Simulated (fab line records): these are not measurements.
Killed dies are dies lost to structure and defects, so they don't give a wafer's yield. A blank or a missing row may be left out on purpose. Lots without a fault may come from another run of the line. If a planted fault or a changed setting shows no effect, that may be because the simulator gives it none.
fab line records    flow n5_finfet
record: lots: 10  wafers: 30  last_day: 19
route steps=1938 shown BEOL_M3@1005 BEOL_M4@1021 PASSIVATION@1936
lots that met no fault: taken from a fault-free run of the same line
start_h: hours from the record's first day to the start of the lot's first wafer shown    wait_h: how many hours have passed since the lot's step before this one    " the same as in the row above    L1.1+2: a row that stands for several wafers    - either no value or no given start    * or withheld: withheld    < > ~ a bound
route shown NAME@n: a module of which the file shows steps, and the number in the route of the first    usual: mean and standard deviation over wafers with no fault    same: alike in all rows    chamber/n: place in a boat    sites: each site's reading    _std_site: the standard deviation of these    _edge_site: outer sites' mean less inner sites'    radius_mm: for every site, how far away it sits from the centre of the wafer    mask NAME#n: copy n    behind: the last tool/chamber to shape the wafer    hold: reason for holding the lot/hours on hold/outcome of the hold    device: whichever transistor did not switch (one of n, p or np)    end of line: the same wafers' tests at the end of the route    step lacking rows: just its recipe    killed: the dies lost at the first sort to structure and to defects; this is not the yield of the wafer    map: per-die view of a wafer (x killed, . not killed, _ where there is no die)
set.NAME: the run value of the setting; set.NAME@STEP: its run value at that earlier step    model.NAME: the simulator's own value behind a step, which no gauge read
route steps across a sampled set of lots; one table per step, one row per wafer
services: from which hour (start_h, from the record's first day; less than 0 if before it) a tool's chamber was out of use, for how many hours, and why
== steps ==
step: N5_BEOL_M3_ANNEAL_91
recipe: temp_c: 400  time_s: 240  ambient: vacuum
usual: heater_power_w: 806/69
lot.wafer  tool            chamber  start_h  wait_h  heater_power_w
L322.1     pvd_sputter-03  -        182.05   0.0     785
L322.4     "               -        "        "       733
L322.6     "               -        "        "       940
L323.1     pvd_sputter-02  -        185.07   0.0     813
L323.2     "               -        "        "       797
L323.6     "               -        "        "       806
L325.4     pvd_sputter-02  -        211.50   0.0     786
L325.5     "               -        "        "       807
L325.6     "               -        "        "       811
L328.2     pvd_sputter-03  -        228.36   0.0     712
L328.4     "               -        "        "       840
L328.5     "               -        "        "       709
L331.2     pvd_sputter-02  -        245.46   0.0     829
L331.3     "               -        "        "       799
L331.6     "               -        "        "       727
L336.2     pvd_sputter-03  -        318.19   0.0     941
L336.3     "               -        "        "       771
L336.6     "               -        "        "       841
L339.2     pvd_sputter-01  -        319.40   0.0     812
L339.5     "               -        "        "       806
L339.6     "               -        "        "       847
L341.2     pvd_sputter-03  -        328.64   0.0     843
L341.4     "               -        "        "       730
L341.6     "               -        "        "       957
L344.2     pvd_sputter-01  -        332.03   0.0     856
L344.5     "               -        "        "       762
L344.6     "               -        "        "       867
L345.1     pvd_sputter-02  -        335.20   0.0     809
L345.5     "               -        "        "       801
L345.6     "               -        "        "       830
step: N5_BEOL_M3_SPUTTER_96
recipe: material: Cu  target_thk_a: 45  temp_c: -20  chamber_pressure_pa: 0.07  power_w: withheld  time_s: 8.29
usual: throttle_valve_pct: 30.2/0.72
lot.wafer  tool            chamber  start_h  wait_h  throttle_valve_pct
L322.1     pvd_sputter-03  -        182.63   0.1     29.7
L322.4     "               -        "        "       31.2
L322.6     "               -        "        "       29.4
L323.1     pvd_sputter-02  -        185.65   0.1     30.9
L323.2     "               -        "        "       30.2
L323.6     "               -        "        "       30.1
L325.4     pvd_sputter-02  -        212.08   0.1     30.3
L325.5     "               -        "        "       30.2
L325.6     "               -        "        "       30.9
L328.2     pvd_sputter-03  -        228.94   0.1     31.1
L328.4     "               -        "        "       30.3
L328.5     "               -        "        "       31.1
L331.2     pvd_sputter-02  -        246.04   0.1     30.6
L331.3     "               -        "        "       30.5
L331.6     "               -        "        "       29.0
L336.2     pvd_sputter-03  -        318.77   0.1     29.4
L336.3     "               -        "        "       29.5
L336.6     "               -        "        "       30.0
L339.2     pvd_sputter-01  -        319.98   0.1     30.9
L339.5     "               -        "        "       30.7
L339.6     "               -        "        "       29.3
L341.2     pvd_sputter-03  -        329.22   0.1     30.2
L341.4     "               -        "        "       31.2
L341.6     "               -        "        "       29.7
L344.2     pvd_sputter-01  -        332.61   0.1     29.6
L344.5     "               -        "        "       29.3
L344.6     "               -        "        "       29.6
L345.1     pvd_sputter-02  -        335.78   0.1     31.3
L345.5     "               -        "        "       30.4
L345.6     "               -        "        "       30.4
step: N5_BEOL_M3_DEP_57
recipe: material: SiCN  target_thk_a: 80  temp_c: withheld  precursor: 3MS/NH3  pressure_torr: 3  rf_w: 202  time_s: 14
usual: showerhead_plenum_p_Torr: 3.668/0.016  throttle_valve_pct: 9.2/0.58
lot.wafer  tool      chamber  start_h  wait_h  showerhead_plenum_p_Torr  throttle_valve_pct
L322.1     pecvd-02  0        183.61   0.0     3.635                     9.2
L322.4     "         1        "        "       3.688                     9.9
L322.6     "         0        "        "       3.640                     8.8
L323.1     pecvd-02  1        186.64   0.0     3.681                     10.0
L323.2     "         0        "        "       3.653                     8.9
L323.6     "         1        "        "       3.673                     9.7
L325.4     pecvd-01  2        213.08   0.0     3.659                     9.1
L325.5     "         1        "        "       3.661                     8.0
L325.6     "         0        "        "       3.648                     8.8
L328.2     pecvd-04  1        229.92   0.0     3.686                     10.2
L328.4     "         1        "        "       3.675                     10.3
L328.5     "         0        "        "       3.647                     9.4
L331.2     pecvd-04  0        247.03   0.0     3.649                     9.1
L331.3     "         1        "        "       3.680                     10.0
L331.6     "         0        "        "       3.651                     9.2
L336.2     pecvd-02  2        320.73   0.0     3.684                     8.7
L336.3     "         1        "        "       3.693                     9.8
L336.6     "         1        "        "       3.679                     9.8
L339.2     pecvd-04  2        321.09   0.0     3.695                     9.0
L339.5     "         0        "        "       3.651                     9.1
L339.6     "         1        "        "       3.686                     10.2
L341.2     pecvd-04  2        330.20   0.0     3.685                     9.2
L341.4     "         2        "        "       3.685                     9.3
L341.6     "         1        "        "       3.671                     10.1
L344.2     pecvd-01  1        333.65   0.0     3.671                     8.3
L344.5     "         2        "        "       3.663                     8.9
L344.6     "         1        "        "       3.674                     8.2
L345.1     pecvd-01  0        338.24   0.0     3.657                     9.0
L345.5     "         2        "        "       3.658                     9.1
L345.6     "         1        "        "       3.664                     8.1
step: N5_BEOL_M4_ILD_DEP_00
recipe: material: SiOC  target_thk_a: 790  temp_c: 350  precursor: DEMS/O2  pressure_torr: 5  rf_w: 500  time_s: 15.3
usual: heater_power_w: 486/47  showerhead_plenum_p_Torr: 5.693/0.013  throttle_valve_pct: 11.7/0.57
lot.wafer  tool      chamber  start_h  wait_h  heater_power_w  showerhead_plenum_p_Torr  throttle_valve_pct
L322.1     pecvd-01  0        183.74   0.0     529             5.683                     11.7
L322.4     "         1        "        "       606             5.690                     10.8
L322.6     "         2        "        "       391             5.690                     11.6
L323.1     pecvd-01  0        186.77   0.0     511             5.680                     11.8
L323.2     "         1        "        "       492             5.704                     10.4
L323.6     "         0        "        "       525             5.689                     11.8
L325.4     pecvd-03  1        213.21   0.1     482             5.691                     11.9
L325.5     "         0        "        "       543             5.690                     11.8
L325.6     "         1        "        "       470             5.689                     11.6
L328.2     pecvd-01  0        230.05   0.0     488             5.685                     12.0
L328.4     "         1        "        "       511             5.697                     10.6
L328.5     "         0        "        "       466             5.683                     11.7
L331.2     pecvd-01  0        247.16   0.0     473             5.691                     11.7
L331.3     "         2        "        "       411             5.689                     11.4
L331.6     "         1        "        "       501             5.697                     10.5
L336.2     pecvd-01  2        320.86   0.0     483             5.693                     11.7
L336.3     "         0        "        "       458             5.686                     12.0
L336.6     "         1        "        "       588             5.678                     10.7
L339.2     pecvd-01  1        321.22   0.0     549             5.695                     10.6
L339.5     "         0        "        "       436             5.682                     11.8
L339.6     "         1        "        "       533             5.699                     11.0
L341.2     pecvd-01  2        330.33   0.0     431             5.688                     12.0
L341.4     "         2        "        "       446             5.687                     11.7
L341.6     "         1        "        "       550             5.689                     10.8
L344.2     pecvd-01  1        333.78   0.0     523             5.699                     10.7
L344.5     "         0        "        "       512             5.682                     11.5
L344.6     "         1        "        "       524             5.707                     10.8
L345.1     pecvd-02  0        338.37   0.0     500             5.661                     11.9
L345.5     "         0        "        "       471             5.663                     11.8
L345.6     "         2        "        "       459             5.715                     11.7
step: N5_BEOL_M4_THK_MEAS_01
recipe: reads: SiOC_of_BEOL_M4_ILD_DEP_00
usual: M4_ILD_THK: 79.1/1
lot.wafer  tool           chamber  start_h  wait_h  M4_ILD_THK[nm]
L322.1     film_metro-01  -        183.81   0.0     78.8
L322.4     "              -        "        "       80.6
L322.6     "              -        "        "       80.2
L323.1     film_metro-01  -        186.84   0.0     80.7
L323.2     "              -        "        "       78.7
L323.6     "              -        "        "       80.8
L325.4     film_metro-01  -        213.28   0.1     78.3
L325.5     "              -        "        "       80.3
L325.6     "              -        "        "       78.5
L328.2     film_metro-02  -        230.11   0.1     86.1
L328.4     "              -        "        "       79.6
L328.5     "              -        "        "       87.0
L331.2     film_metro-02  -        247.23   0.1     86.0
L331.3     "              -        "        "       79.1
L331.6     "              -        "        "       81.9
L336.2     film_metro-01  -        320.93   0.1     78.1
L336.3     "              -        "        "       78.8
L336.6     "              -        "        "       81.5
L339.2     film_metro-01  -        321.29   0.1     78.7
L339.5     "              -        "        "       79.8
L339.6     "              -        "        "       79.5
L341.2     film_metro-01  -        330.40   0.1     77.3
L341.4     "              -        "        "       78.2
L341.6     "              -        "        "       78.1
L344.2     film_metro-01  -        333.85   0.1     78.8
L344.5     "              -        "        "       80.2
L344.6     "              -        "        "       79.9
L345.1     film_metro-02  -        338.44   0.0     79.0
L345.5     "              -        "        "       79.6
L345.6     "              -        "        "       80.3
step: N5_BEOL_M4_RC_MEAS_101
usual: DIBL_N: 36.0/1.7  DIBL_P: 36.2/1.9  IOFF_N: 0.154/0.028  IOFF_P: 0.21/0.036  ION_N: 675/11  ION_P: 463/8.3  SS_N: 71.4/0.63  SS_P: 73.2/0.55  VT_N: 250.2/3  VT_P: -251/3.7
lot.wafer  tool       chamber  start_h  wait_h  DIBL_N[mV/V]  DIBL_P[mV/V]  IOFF_N[nA/um]  IOFF_P[nA/um]  ION_N[uA/um]  ION_P[uA/um]  SS_N[mV/dec]  SS_P[mV/dec]  VT_N[mV]  VT_P[mV]
L322.1     prober-02  0        192.80   0.0     37.5          37.4          0.178          0.29           673           469           71.7          73.6          248.0     -242
L322.4     "          0        "        "       34.2          33.4          0.133          0.23           672           475           70.0          73.3          251.1     -245
L322.6     "          0        "        "       36.4          35.8          0.157          0.26           666           468           71.2          73.5          253.0     -243
L323.1     prober-01  0        197.44   0.0     35.0          33.2          0.116          0.17           670           455           71.2          73.0          252.2     -252
L323.2     "          0        "        "       38.3          38.5          0.186          0.26           688           474           72.9          73.9          245.6     -247
L323.6     "          0        "        "       39.0          38.7          0.196          0.26           700           477           72.4          73.9          245.2     -246
L325.4     prober-02  0        244.44   0.5     32.7          32.2          0.103          0.16           668           463           70.7          72.2          255.7     -256
L325.5     "          0        "        "       35.9          34.8          0.140          0.19           672           457           70.7          73.0          251.5     -255
L325.6     "          0        "        "       36.7          36.0          0.152          0.20           678           458           70.6          73.6          250.0     -251
L328.2     prober-02  0        264.84   0.2     34.7          35.6          0.134          0.18           666           460           71.4          72.7          252.2     -252
L328.4     "          0        "        "       35.7          36.4          0.155          0.20           679           461           71.4          72.8          248.9     -251
L328.5     "          0        "        "       35.7          36.5          0.146          0.19           674           465           71.2          72.5          249.6     -251
L331.2     prober-02  0        282.07   0.2     35.3          34.8          0.139          0.19           680           463           71.2          73.5          248.6     -253
L331.3     "          0        "        "       37.6          36.5          0.168          0.21           674           459           72.3          73.3          250.2     -250
L331.6     "          0        "        "       35.9          35.5          0.142          0.19           670           453           71.2          73.5          251.0     -254
L339.2     prober-01  0        330.34   0.2     34.8          35.1          0.140          0.18           665           452           71.5          73.5          250.6     -255
L339.5     "          0        "        "       32.6          32.5          0.105          0.15           658           454           70.6          73.3          256.1     -255
L339.6     "          0        "        "       35.5          35.8          0.151          0.20           662           457           70.9          73.1          249.8     -253
L336.2     prober-01  0        334.07   0.2     34.4          35.3          0.136          0.18           673           459           71.2          72.1          250.9     -252
L336.3     "          0        "        "       36.4          36.9          0.170          0.21           685           470           71.1          73.6          245.4     -248
L336.6     "          0        "        "       36.0          36.5          0.150          0.20           678           466           71.1          72.4          247.7     -248
L341.2     prober-01  0        340.00   0.2     35.2          32.4          0.128          0.17           662           459           70.8          72.1          256.1     -253
L341.4     "          0        "        "       33.8          32.5          0.107          0.17           669           462           70.2          72.8          258.0     -255
L341.6     "          0        "        "       36.6          35.7          0.150          0.22           673           466           71.1          72.9          251.3     -248
L344.2     prober-01  0        344.31   0.2     36.7          35.6          0.158          0.24           666           465           71.5          73.4          252.7     -247
L344.5     "          0        "        "       37.2          37.2          0.174          0.26           677           471           71.2          73.7          247.7     -243
L344.6     "          0        "        "       36.0          34.8          0.164          0.23           686           477           71.5          73.0          248.4     -247
L345.1     prober-02  0        347.04   0.0     36.1          36.9          0.145          0.21           660           455           71.4          73.0          253.2     -253
L345.5     "          0        "        "       35.9          34.8          0.148          0.19           662           456           71.4          72.7          252.0     -252
L345.6     "          0        "        "       37.9          39.6          0.192          0.25           697           471           72.3          73.9          247.7     -249
step: N5_PASSIVATION_PROBE_49
usual: defect_limited_yield: 90.9/1.4  killed_at_M0_to_M3: 38/11  killed_at_M4_up: 13/5.9  killed_at_contacts: 14/6.4  killed_at_front_end: 38/11  killed_at_other: 3.3/2.5  killed_dies: 107/16  killed_open: 70/12  killed_short: 35/7.7  sort_bin_5_function: 5.3/0.94  sort_bin_6_memory: 3.5/0.7  sort_n_pass: 1073/16  sort_yield_pct: 90.9/1.4
same: gross_dies: 1180  killed_at_back_side: 0  sort_bin_4_leakage[%]: 0  sort_bin_8_speed[%]: 0
lot.wafer  tool       chamber  start_h  wait_h  defect_limited_yield[%]  killed_at_M0_to_M3  killed_at_M4_up  killed_at_contacts  killed_at_front_end  killed_at_other  killed_dies  killed_open  killed_short  sort_bin_5_function[%]  sort_bin_6_memory[%]  sort_n_pass  sort_yield_pct[%]
L322.1     prober-01  -        290.92   0.0     91.5                     38                  8                17                  36                   1                100          65           35            5.0                     3.3                   1080         91.5
L322.4     prober-01  -        291.07   0.2     90.8                     41                  5                24                  37                   1                108          79           27            6.3                     2.6                   1072         90.8
L322.6     prober-01  -        291.17   0.3     90.8                     46                  18               13                  29                   2                108          64           44            4.8                     3.9                   1072         90.8
L323.1     prober-01  -        294.32   0.0     91.9                     21                  14               3                   51                   7                96           65           31            4.4                     3.6                   1084         91.9
L323.2     prober-01  -        294.37   0.1     90.4                     38                  7                6                   59                   3                113          66           47            5.9                     3.2                   1067         90.4
L323.6     prober-01  -        294.57   0.3     93.3                     17                  17               8                   34                   3                79           44           34            4.4                     2.2                   1101         93.3
L328.2     prober-02  -        371.81   0.1     91.4                     38                  12               18                  24                   9                101          74           27            4.7                     3.6                   1079         91.4
L328.4     prober-02  -        371.91   0.2     89.6                     45                  17               18                  38                   5                123          77           43            6.0                     4.2                   1057         89.6
L328.5     prober-02  -        371.96   0.2     91.1                     34                  16               11                  35                   9                105          67           36            6.3                     2.1                   1075         91.1
L331.2     prober-02  -        395.85   0.1     90.7                     40                  16               14                  38                   2                110          79           31            5.7                     3.4                   1070         90.7
L331.3     prober-02  -        395.90   0.1     91.9                     30                  25               10                  25                   5                95           76           19            4.7                     3.2                   1085         91.9
L331.6     prober-02  -        396.05   0.3     89.7                     38                  28               15                  37                   4                122          91           31            5.5                     4.6                   1058         89.7
L336.2     prober-02  -        449.86   0.1     91.0                     54                  12               12                  26                   2                106          74           31            4.5                     4.2                   1074         91.0
L336.3     prober-02  -        449.91   0.1     89.9                     58                  8                13                  39                   1                119          87           32            6.0                     3.8                   1061         89.9
L336.6     prober-02  -        450.06   0.3     90.0                     42                  10               23                  42                   1                118          68           50            6.2                     3.4                   1062         90.0
L341.2     prober-01  -        459.15   0.1     92.9                     22                  17               12                  31                   2                84           56           25            4.1                     3.0                   1096         92.9
L341.4     prober-01  -        459.25   0.2     89.9                     30                  4                29                  54                   2                119          80           37            5.8                     3.4                   1061         89.9
L341.6     prober-01  -        459.35   0.3     91.0                     34                  8                22                  39                   3                106          69           34            5.4                     3.1                   1074         91.0
L344.2     prober-01  -        463.96   0.1     90.3                     56                  6                8                   39                   5                114          81           33            5.6                     3.6                   1066         90.3
L344.5     prober-01  -        464.11   0.2     90.6                     51                  11               16                  29                   4                111          82           28            5.4                     3.6                   1069         90.6
L344.6     prober-01  -        464.16   0.3     90.3                     47                  12               18                  38                   0                115          79           36            6.0                     3.1                   1065         90.3
L345.1     prober-01  -        464.51   0.2     90.1                     29                  16               24                  46                   2                117          75           42            5.8                     3.9                   1063         90.1
L345.5     prober-01  -        464.71   0.4     92.1                     40                  12               18                  20                   3                93           56           36            5.1                     2.7                   1087         92.1
L345.6     prober-01  -        464.76   0.5     90.2                     45                  15               14                  41                   1                116          76           40            5.8                     3.7                   1064         90.2
killed by level:class
L322.1 MOL_CONTACT_COAG:geometric_particle:open=16 BEOL_M3:geometric_particle:open=10 BEOL_M0_SAQP:geometric_particle:short=9 GATE_CUT:geometric_particle:short=7 BEOL_M0_SAQP:geometric_particle:open=7 DUMMY_GATE:geometric_particle:open=6 FIN_SAQP:geometric_particle:open=4 BEOL_M1:geometric_particle:open=4
L322.4 MOL_CONTACT_COAG:geometric_particle:open=21 BEOL_M0_SAQP:geometric_particle:open=17 FIN_SAQP:geometric_particle:open=13 BEOL_M0_SAQP:geometric_particle:short=9 GATE_CUT:geometric_particle:short=5 BEOL_M1:geometric_particle:open=4 BEOL_M2:geometric_particle:short=4 STARTING-WAFER:geometric_particle:open=4
L322.6 BEOL_M0_SAQP:geometric_particle:short=12 BEOL_M0_SAQP:geometric_particle:open=11 BEOL_M3:geometric_particle:open=9 BEOL_M4:geometric_particle:open=9 FIN_SAQP:geometric_particle:open=8 MOL_CONTACT_COAG:geometric_particle:open=8 FIN_SAQP:geometric_particle:short=7 MOL_CONTACT_COAG:geometric_particle:short=5
L323.1 STI_FIN_REVEAL:geometric_particle:open=17 FIN_SAQP:geometric_particle:short=11 BEOL_M1:geometric_particle:open=6 FIN_SAQP:geometric_particle:open=5 BEOL_M0_SAQP:geometric_particle:short=5 STI_FIN_REVEAL:geometric_particle:short=4 GATE_CUT:geometric_particle:open=4 BEOL_M2:geometric_particle:open=4
L323.2 FIN_SAQP:geometric_particle:short=17 STI_FIN_REVEAL:geometric_particle:open=16 BEOL_M1:geometric_particle:open=9 BEOL_M3:geometric_particle:open=6 FIN_SAQP:geometric_particle:open=6 BEOL_M0_SAQP:geometric_particle:short=5 GATE_CUT:geometric_particle:open=4 MOL_CONTACT_COAG:geometric_particle:open=4
L323.6 FIN_SAQP:geometric_particle:short=9 MOL_CONTACT_COAG:geometric_particle:open=6 BEOL_M4:geometric_particle:open=6 STI_FIN_REVEAL:geometric_particle:open=5 BEOL_M5:geometric_particle:open=5 STARTING-WAFER:geometric_particle:short=5 GATE_CUT:geometric_particle:short=4 BEOL_M2:geometric_particle:open=4
L328.2 BEOL_M3:geometric_particle:open=14 MOL_CONTACT_COAG:geometric_particle:open=13 FIN_SAQP:geometric_particle:open=8 BEOL_M2:geometric_particle:open=7 MOL_CONTACT_COAG:geometric_particle:short=5 BEOL_M0_SAQP:geometric_particle:open=5 BEOL_M1:geometric_particle:open=5 FIN_SAQP:geometric_particle:short=4
L328.4 MOL_CONTACT_COAG:geometric_particle:open=13 BEOL_M0_SAQP:geometric_particle:short=13 BEOL_M4:geometric_particle:open=12 FIN_SAQP:geometric_particle:short=9 BEOL_M3:geometric_particle:open=9 BEOL_M1:geometric_particle:open=8 BEOL_M2:geometric_particle:open=7 BEOL_M0_SAQP:geometric_particle:open=6
L328.5 BEOL_M2:geometric_particle:open=10 BEOL_M3:geometric_particle:open=9 STI_FIN_REVEAL:geometric_particle:open=8 MOL_CONTACT_COAG:geometric_particle:open=8 BEOL_M4:geometric_particle:open=8 FIN_SAQP:geometric_particle:open=6 PASS1_CAP:geometric_particle:short=6 FIN_SAQP:geometric_particle:short=5
L331.2 FIN_SAQP:geometric_particle:open=11 MOL_CONTACT_COAG:geometric_particle:open=11 BEOL_M1:geometric_particle:open=11 BEOL_M4:geometric_particle:open=10 FIN_SAQP:geometric_particle:short=7 DUMMY_GATE:geometric_particle:open=7 BEOL_M0_SAQP:geometric_particle:open=7 BEOL_M3:geometric_particle:open=7
L331.3 BEOL_M4:geometric_particle:open=15 BEOL_M1:geometric_particle:open=9 FIN_SAQP:geometric_particle:open=8 MOL_CONTACT_COAG:geometric_particle:open=7 BEOL_M3:geometric_particle:open=6 BEOL_M2:geometric_particle:open=5 STI_FIN_REVEAL:geometric_particle:open=4 GATE_CUT:geometric_particle:short=3
L331.6 BEOL_M4:geometric_particle:open=18 BEOL_M0_SAQP:geometric_particle:open=14 MOL_CONTACT_COAG:geometric_particle:open=11 FIN_SAQP:geometric_particle:open=9 BEOL_M0_SAQP:geometric_particle:short=8 FIN_SAQP:geometric_particle:short=7 DUMMY_GATE:geometric_particle:open=6 BEOL_M5:geometric_particle:open=6
L336.2 BEOL_M2:geometric_particle:open=15 MOL_CONTACT_COAG:geometric_particle:open=9 BEOL_M0_SAQP:geometric_particle:open=8 BEOL_M0_SAQP:geometric_particle:short=7 BEOL_M2:geometric_particle:short=6 BEOL_M3:geometric_particle:open=6 STI_FIN_REVEAL:geometric_particle:open=5 BEOL_M1:geometric_particle:open=5
L336.3 BEOL_M2:geometric_particle:open=25 MOL_CONTACT_COAG:geometric_particle:open=11 BEOL_M0_SAQP:geometric_particle:open=9 BEOL_M2:geometric_particle:short=8 BEOL_M3:geometric_particle:open=7 FIN_SAQP:geometric_particle:open=6 DUMMY_GATE:geometric_particle:open=6 DUMMY_GATE:geometric_particle:short=5
L336.6 MOL_CONTACT_COAG:geometric_particle:open=14 FIN_SAQP:geometric_particle:short=12 BEOL_M0_SAQP:geometric_particle:short=12 MOL_CONTACT_COAG:geometric_particle:short=9 BEOL_M2:geometric_particle:open=8 FIN_SAQP:geometric_particle:open=6 BEOL_M3:geometric_particle:open=6 STI_FIN_REVEAL:geometric_particle:open=5
L341.2 BEOL_M4:geometric_particle:open=9 MOL_CONTACT_COAG:geometric_particle:open=8 FIN_SAQP:geometric_particle:short=7 FIN_SAQP:geometric_particle:open=7 BEOL_M0_SAQP:geometric_particle:open=5 BEOL_M0:geometric_particle:open=5 GATE_CUT:geometric_particle:short=4 MOL_CONTACT_COAG:geometric_particle:short=4
L341.4 MOL_CONTACT_COAG:geometric_particle:open=25 FIN_SAQP:geometric_particle:short=8 FIN_SAQP:geometric_particle:open=8 BEOL_M0_SAQP:geometric_particle:open=8 STI_FIN_REVEAL:geometric_particle:open=7 ILD0:geometric_particle:open=5 GATE_CUT:geometric_particle:short=5 BEOL_M3:geometric_particle:open=5
L341.6 FIN_SAQP:geometric_particle:open=18 MOL_CONTACT_COAG:geometric_particle:open=15 FIN_SAQP:geometric_particle:short=11 BEOL_M2:geometric_particle:open=10 BEOL_M0_SAQP:geometric_particle:open=6 MOL_CONTACT_COAG:geometric_particle:short=5 BEOL_M0_SAQP:geometric_particle:short=5 BEOL_M0:geometric_particle:open=4
L344.2 BEOL_M1:geometric_particle:open=18 STI_FIN_REVEAL:geometric_particle:open=15 MOL_CONTACT_COAG:geometric_particle:open=8 BEOL_M3:geometric_particle:open=8 BEOL_M0_SAQP:geometric_particle:short=8 BEOL_M0_SAQP:geometric_particle:open=8 BEOL_M2:geometric_particle:open=6 GATE_CUT:geometric_particle:short=6
L344.5 BEOL_M1:geometric_particle:open=15 MOL_CONTACT_COAG:geometric_particle:open=12 BEOL_M3:geometric_particle:open=11 STI_FIN_REVEAL:geometric_particle:open=7 BEOL_M2:geometric_particle:open=7 DUMMY_GATE:geometric_particle:open=6 BEOL_M0_SAQP:geometric_particle:short=6 BEOL_M0_SAQP:geometric_particle:open=5
L344.6 STI_FIN_REVEAL:geometric_particle:open=14 MOL_CONTACT_COAG:geometric_particle:open=12 BEOL_M3:geometric_particle:open=12 BEOL_M1:geometric_particle:open=10 MOL_CONTACT_COAG:geometric_particle:short=6 BEOL_M0_SAQP:geometric_particle:open=6 BEOL_M1:geometric_particle:short=6 BEOL_M0_SAQP:geometric_particle:short=5
L345.1 MOL_CONTACT_COAG:geometric_particle:open=23 FIN_SAQP:geometric_particle:short=14 BEOL_M3:geometric_particle:open=9 DUMMY_GATE:geometric_particle:open=8 GATE_CUT:geometric_particle:short=6 BEOL_M0_SAQP:geometric_particle:open=5 BEOL_M4:geometric_particle:short=5 BEOL_M4:geometric_particle:open=5
L345.5 BEOL_M0_SAQP:geometric_particle:short=13 MOL_CONTACT_COAG:geometric_particle:open=12 BEOL_M0_SAQP:geometric_particle:open=8 MOL_CONTACT_COAG:geometric_particle:short=6 FIN_SAQP:geometric_particle:short=5 BEOL_M0:geometric_particle:open=5 BEOL_M3:geometric_particle:open=5 STI_FIN_REVEAL:geometric_particle:open=4
L345.6 BEOL_M3:geometric_particle:open=11 MOL_CONTACT_COAG:geometric_particle:open=10 BEOL_M0_SAQP:geometric_particle:open=8 BEOL_M0_SAQP:geometric_particle:short=8 STI_FIN_REVEAL:geometric_particle:open=7 BEOL_M4:geometric_particle:open=7 FIN_SAQP:geometric_particle:short=6 DUMMY_GATE:geometric_particle:open=6
== services ==
tool            chamber  start_h  hours  kind
pecvd-04        1        171.33   5.5    scheduled_down
pecvd-02        -        171.92   1.4    repair
pecvd-02        -        175.34   2.1    repair
pecvd-03        2        202.38   -      clean
pecvd-03        2        202.38   -      consumable_replace:showerhead
pecvd-03        2        202.38   29.0   scheduled_down
pecvd-03        2        202.38   29.0   vent_cycle
pvd_sputter-03  -        205.12   1.6    repair
pecvd-02        2        212.74   2.1    scheduled_down
pecvd-02        1        227.29   5.5    scheduled_down
pvd_sputter-01  -        237.91   1.1    repair
pecvd-01        1        274.17   12.3   repair
pecvd-01        -        275.27   0.9    repair
pecvd-02        0        279.38   2.1    scheduled_down
pecvd-03        -        286.12   14.6   pm
pecvd-04        2        287.69   4.1    repair
pecvd-04        -        289.55   6.0    pm
pecvd-02        -        298.59   3.4    repair
pecvd-01        1        305.00   2.1    scheduled_down
pecvd-02        -        326.95   0.6    repair
pecvd-04        2        331.11   30.4   repair
pecvd-02        -        335.57   2.8    pm
== key ==
first_sign: step: N5_BEOL_M4_THK_MEAS_01  reading: M4_ILD_THK  direction: up  sigmas: 7  usual: 79.1  struck: 86.3
effect none on later readings
met_at N5_BEOL_M4_ILD_DEP_00
struck_lots L328,L331
struck_wafers L328.2,L328.5,L331.2
not_acting_at N5_BEOL_M3_ANNEAL_91,N5_BEOL_M3_SPUTTER_96,N5_BEOL_M3_DEP_57
onset_between 186.77 230.05
fault: kind: process_parameter_drift  tool: pecvd-01  chamber: 0  onset_h: 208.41  steps: N5_BEOL_M4_ILD_DEP_00  channel: time_s  offset: *  shape: step  end_h: 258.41  acts_in: *  stated: *
